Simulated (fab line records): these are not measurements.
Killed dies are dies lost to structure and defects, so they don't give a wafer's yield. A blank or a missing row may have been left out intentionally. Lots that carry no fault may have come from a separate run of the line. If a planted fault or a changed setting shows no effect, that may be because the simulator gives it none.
Which tool did it? ; flow nand_harc ; 12 lots with 36 wafers sampled at 5 steps, on a route of 1302 steps

WHAT EACH GAUGE READ, for each wafer
NHARC_END_SORT_01. Usual: killed_at_array 54, standard deviation 18; killed_at_other 0.7, standard deviation 0.87; killed_at_periphery 3.7, standard deviation 2.5; killed_dies 59, standard deviation 19; killed_open 3.3, standard deviation 2; killed_short 2.6, standard deviation 1.6.
lot;measured;on;killed_at_array;killed_at_other;killed_at_periphery;killed_dies;killed_open;killed_short;flag
L223;day 28 17:25;prober-02;126 128 136;0 0 0;4 2 2;130 130 138;4 5 4;2 1 3;OFF

EACH LOT AND THE TOOL THAT RAN IT (in order: tool; ch and the chambers of the sampled wafers; start)
lot;NHARC_A_ONON_D1_DEP_16;NHARC_A_BONDPAD_PVD_27;NHARC_THIN_TSV_DESCUM_35;NHARC_THIN_TSV_ETCH_59
L215;pecvd_onon-04 ch 0, day 8 09:13;pvd_sputter-03, day 25 17:49 or earlier;rie_diel-11 ch 0,3, day 25 17:49;rie_metal-01 ch 0,1, day 25 17:55
L216;pecvd_onon-03 ch 0, day 9 04:28;pvd_sputter-01, day 25 19:56 or earlier;rie_diel-11 ch 0,2,3, day 25 19:56;rie_metal-02 ch 0,1, day 25 20:02
L217;pecvd_onon-04 ch 0, day 9 04:33;pvd_sputter-02, day 25 21:07 or earlier;rie_diel-07 ch 0,2,3, day 25 21:07;rie_metal-01 ch 0,1, day 25 21:13
L220;pecvd_onon-01 ch 0, day 10 13:25;pvd_sputter-03, day 25 23:36 or earlier;rie_diel-11 ch 0,2,3, day 25 23:36;rie_metal-02 ch 0,1, day 25 23:44
L223;pecvd_onon-01 ch 0, day 11 18:34;pvd_sputter-02, day 28 04:46 or earlier;rie_diel-11 ch 0,3, day 28 04:46;rie_metal-02 ch 0,1, day 28 04:56
L227;pecvd_onon-03 ch 0, day 14 04:01;pvd_sputter-03, day 29 18:37 or earlier;rie_diel-11 ch 0,1, day 29 18:37;rie_metal-01 ch 0,1, day 29 18:45
L230;pecvd_onon-03 ch 0, day 14 17:07;pvd_sputter-01, day 30 22:16 or earlier;rie_diel-07 ch 0,1, day 30 22:16;rie_metal-01 ch 0,1, day 30 22:28
L231;pecvd_onon-03 ch 0, day 15 03:12;pvd_sputter-02, day 30 20:44 or earlier;rie_diel-07 ch 2,3, day 30 20:44;rie_metal-02 ch 0,1, day 30 20:53
L232;pecvd_onon-04 ch 0, day 15 14:10;pvd_sputter-03, day 30 23:35 or earlier;rie_diel-11 ch 0,2,3, day 30 23:35;rie_metal-02 ch 0,1, day 30 23:43
L233;pecvd_onon-03 ch 0, day 16 03:17;pvd_sputter-01, day 31 12:50 or earlier;rie_diel-07 ch 0,1, day 31 12:50;rie_metal-02 ch 0, day 31 13:00
L234;pecvd_onon-01 ch 0, day 17 02:20;pvd_sputter-02, day 32 18:58 or earlier;rie_diel-10 ch 0,2,3, day 32 18:58;rie_metal-01 ch 0,1, day 32 19:06
L237;pecvd_onon-04 ch 0, day 18 03:41;pvd_sputter-02, day 34 04:50 or earlier;rie_diel-10 ch 0,1,2, day 34 04:50;rie_metal-02 ch 0,1, day 34 04:57
- NHARC_A_ONON_D1_DEP_16: target thk 1000 nm.
- NHARC_A_BONDPAD_PVD_27: deposits Cu, target thk 30 nm, time 20.49 s.
- NHARC_THIN_TSV_DESCUM_35: chemistry O2, time 3 s.
- NHARC_THIN_TSV_ETCH_59: etches the open film in Cl2/BCl3, target depth 880 nm, time 138.1 s.

AS READ BY THE TOOLS THEMSELVES (means over the sampled wafers that have a number; for cases with no such wafer, the mark the record gives instead)
NHARC_A_ONON_D1_DEP_16. Usual: n2_flow_sccm at 2751 sccm, with a standard deviation of 8.1.
lot;tool;n2_flow_sccm (sccm);flag
L215;pecvd_onon-04;2752;
L216;pecvd_onon-03;2760;
L217;pecvd_onon-04;2746;
L220;pecvd_onon-01;2752;
L223;pecvd_onon-01;2757;
L227;pecvd_onon-03;2755;
L230;pecvd_onon-03;2752;
L231;pecvd_onon-03;2740;
L232;pecvd_onon-04;2740;
L233;pecvd_onon-03;2754;
L234;pecvd_onon-01;2743;
L237;pecvd_onon-04;2751;

NHARC_A_BONDPAD_PVD_27. Usual: chamber_pressure_pa 5.001 Pa, standard deviation 0.011; throttle_valve_pct 30.4 %, standard deviation 1.2.
lot;tool;chamber_pressure_pa (Pa);throttle_valve_pct (%);flag
L215;pvd_sputter-03;4.993;31.5;
L216;pvd_sputter-01;4.998;29.2;
L217;pvd_sputter-02;5.002;31.5;
L220;pvd_sputter-03;5.002;29.6;
L223;pvd_sputter-02;4.997;31.5;
L227;pvd_sputter-03;5.003;30.9;
L230;pvd_sputter-01;4.998;30.6;
L231;pvd_sputter-02;5.004;31.2;
L232;pvd_sputter-03;4.993;30.0;
L233;pvd_sputter-01;4.991;30.1;
L234;pvd_sputter-02;4.999;31.0;
L237;pvd_sputter-02;4.999;31.1;

NHARC_THIN_TSV_DESCUM_35. Usual: drypump_motor_current_A 5.7 A, standard deviation 0.34; oes_product_au 0.994 a.u., standard deviation 0.0079; rf_vpp_V 57.9 V, standard deviation 0.91; showerhead_plenum_p_Torr 1.94 Torr, standard deviation 0.08; throttle_valve_pct 11.311 %, standard deviation 0.0093.
lot;tool;drypump_motor_current_A (A);oes_product_au (a.u.);rf_vpp_V (V);showerhead_plenum_p_Torr (Torr);throttle_valve_pct (%);flag
L215;rie_diel-11;5.9;0.992;58.8;1.98;11.308;
L216;rie_diel-11;6.0;0.991;57.6;1.90;11.301;
L217;rie_diel-07;5.8;1.011;58.0;1.93;11.305;
L220;rie_diel-11;6.0;0.991;58.1;1.90;11.307;
L223;rie_diel-11;5.8;0.994;56.9;1.98;11.314;
L227;rie_diel-11;5.7;0.994;58.3;2.01;11.312;
L230;rie_diel-07;5.8;0.999;58.2;1.97;11.321;
L231;rie_diel-07;5.8;0.990;58.1;1.92;11.305;
L232;rie_diel-11;6.0;0.998;58.8;1.90;11.311;
L233;rie_diel-07;5.9;0.995;57.9;1.97;11.310;
L234;rie_diel-10;5.4;0.991;57.4;1.97;11.300;
L237;rie_diel-10;5.3;0.989;57.9;1.91;11.316;

NHARC_THIN_TSV_ETCH_59. Usual: drypump_motor_current_A 5.8 A, standard deviation 0.32; oes_product_au 0.999 a.u., standard deviation 0.0097; throttle_valve_pct 22.265 %, standard deviation 0.0093.
lot;tool;drypump_motor_current_A (A);oes_product_au (a.u.);throttle_valve_pct (%);flag
L215;rie_metal-01;5.7;0.998;22.264;
L216;rie_metal-02;6.0;0.996;22.268;
L217;rie_metal-01;5.5;1.000;22.268;
L220;rie_metal-02;5.8;1.007;22.267;
L223;rie_metal-02;6.0;1.007;22.257;
L227;rie_metal-01;5.5;1.001;22.271;
L230;rie_metal-01;5.5;0.997;22.265;
L231;rie_metal-02;6.1;1.005;22.270;
L232;rie_metal-02;6.1;1.003;22.260;
L233;rie_metal-02;5.6;1.005;22.263;
L234;rie_metal-01;5.5;1.004;22.266;
L237;rie_metal-02;5.8;0.995;22.263;

THE ANSWER, worked out from the rows above alone
Rule: lot off if the mean of its wafers having a number is beyond 3 standard deviations from the usual mean. A lot without any number at a reading at which 4 lots or more have one is off too. All remaining lots with rows at the step are treated as sound. Order of review: gauges by route order, followed by the tools' own readings, for which a lot's mean as printed above is used. The first step at which some lot is off is used, and at that step the reading that is off furthest; a lot without a number counts as furthest.
Off, at NHARC_END_SORT_01 on killed_at_array: L223. Neither off nor sound, because the step has no rows for them: L215, L216, L217, L220, L227, L230, L231, L232, L233, L234, L237.
A tool fits if, at a process step before that reading, it ran every lot that is off, and no sound lot after the first of them. Those tools and the gauges at NHARC_END_SORT_01 are tried in the same way. With no start given for some of its lots, NHARC_A_BONDPAD_PVD_27 uses the hours and lot order of NHARC_THIN_TSV_DESCUM_35. Can't be told from this: 5 tools fit, pecvd_onon-01 at NHARC_A_ONON_D1_DEP_16, pvd_sputter-02 at NHARC_A_BONDPAD_PVD_27, rie_diel-11 at NHARC_THIN_TSV_DESCUM_35, rie_metal-02 at NHARC_THIN_TSV_ETCH_59, prober-02 at NHARC_END_SORT_01.

WHAT THE SIMULATOR PUT IN
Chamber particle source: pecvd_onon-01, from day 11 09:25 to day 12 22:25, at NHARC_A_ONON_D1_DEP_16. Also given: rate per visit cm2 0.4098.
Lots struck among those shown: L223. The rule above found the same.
